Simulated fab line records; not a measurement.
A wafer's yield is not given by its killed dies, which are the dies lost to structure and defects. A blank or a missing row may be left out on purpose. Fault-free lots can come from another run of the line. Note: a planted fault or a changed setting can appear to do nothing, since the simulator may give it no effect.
Chamber matching + flow n5_finfet + N5_BEOL_M2_STRIP_36 on rie_diel-01: 4 sister chambers
The step strips in N2/H2. 4 wafers are shown with their chamber, then 9 later ones without.

WAFERS WITH THEIR CHAMBER
| wafer  | chamber | drypump_motor_current_A (A) |
|--------|---------|-----------------------------|
| L085.4 | 1       | 5.3                         |
| L088.1 | 3       | 5.3                         |
| L088.3 | 0       | 5.9                         |
| L088.6 | 2       | 5.9                         |

WAFERS WITH NO CHAMBER GIVEN
| wafer  | drypump_motor_current_A (A) |
|--------|-----------------------------|
| L092.3 | 5.3                         |
| L092.4 | 6.0                         |
| L092.5 | 5.3                         |
| L094.1 | 5.9                         |
| L094.2 | 5.3                         |
| L094.6 | 5.9                         |
| L095.2 | 5.9                         |
| L095.3 | 5.2                         |
| L095.6 | 5.9                         |

CHAMBER TAKEN BY EACH
| wafer  | from the rows above     | in truth |
|--------|-------------------------|----------|
| L092.3 | can't be placed: 1 or 3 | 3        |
| L092.4 | can't be placed: 0 or 2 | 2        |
| L092.5 | can't be placed: 1 or 3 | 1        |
| L094.1 | can't be placed: 0 or 2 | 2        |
| L094.2 | can't be placed: 1 or 3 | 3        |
| L094.6 | can't be placed: 0 or 2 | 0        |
| L095.2 | can't be placed: 0 or 2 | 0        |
| L095.3 | can't be placed: 1 or 3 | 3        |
| L095.6 | can't be placed: 0 or 2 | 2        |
0 of 9 placed correctly. These rows do not allow placing 9 (true chamber among the candidates in 9). Number placed wrongly: 0.
How it was worked out, from the rows above alone: a wafer's distance from a chamber is the root of the sum, over the readings, of the square of ((its reading less the chamber's mean) divided by the reading's scatter). The wafer belongs to the nearest chamber; if the next one is less than 2 further off, it can't be placed. The mean given for a chamber averages the wafers shown for that chamber. The scatter: root of mean squared gap, hidden wafer to nearest shown wafer, with one shown wafer a chamber.
